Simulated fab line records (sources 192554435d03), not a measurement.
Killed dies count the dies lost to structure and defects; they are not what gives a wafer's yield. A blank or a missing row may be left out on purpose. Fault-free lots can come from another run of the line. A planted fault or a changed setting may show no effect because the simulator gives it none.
Matching of chambers | flow n5 finfet | N5_BEOL_M0_ETCH_128 on rie diel-06 has 4 sister chambers
The step etches SiCN in CF4/N2, target depth 12 nm, overetch 5.1 nm, time 21.4 s. 4 wafers are shown with their chamber, then 11 later ones without.

== WAFERS PAIRED WITH THEIR CHAMBERS ==
wafer  | chamber | showerhead plenum p Torr (Torr)
L088.3 | 0       | 2.24
L090.5 | 1       | 2.21
L090.6 | 2       | 2.26
L091.2 | 3       | 2.10

== WAFERS WHOSE CHAMBER IS MISSING ==
wafer  | showerhead plenum p Torr (Torr)
L091.4 | 2.25
L091.6 | 2.10
L095.2 | 2.24
L095.3 | 2.21
L095.6 | 2.24
L096.1 | 2.21
L096.2 | 2.24
L096.4 | 2.25
L097.1 | 2.25
L097.2 | 2.10
L097.4 | 2.21

== CHAMBER TAKEN BY EACH ==
wafer  | from the rows above     | in truth
L091.4 | can't be placed: 0 or 2 | 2
L091.6 | 3                       | 3
L095.2 | 0                       | 0
L095.3 | 1                       | 1
L095.6 | 0                       | 0
L096.1 | 1                       | 1
L096.2 | 0                       | 0
L096.4 | can't be placed: 0 or 2 | 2
L097.1 | can't be placed: 0 or 2 | 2
L097.2 | 3                       | 3
L097.4 | 1                       | 1
Correct placement for 8 of the 11. Can't be placed from these rows: 3 (the true chamber is among the candidates in 3). Wrongly placed: 0.
How it was worked out, from the rows above alone: a wafer's distance from a chamber is the root of the sum, over the readings, of the square of ((its reading less the chamber's mean) divided by the reading's scatter). The wafer belongs to the nearest chamber; if the next one is less than 2 further off, it can't be placed. Each chamber's mean is taken over the wafers shown for it. The scatter: root of mean squared gap, hidden wafer to nearest shown wafer, with one shown wafer a chamber.
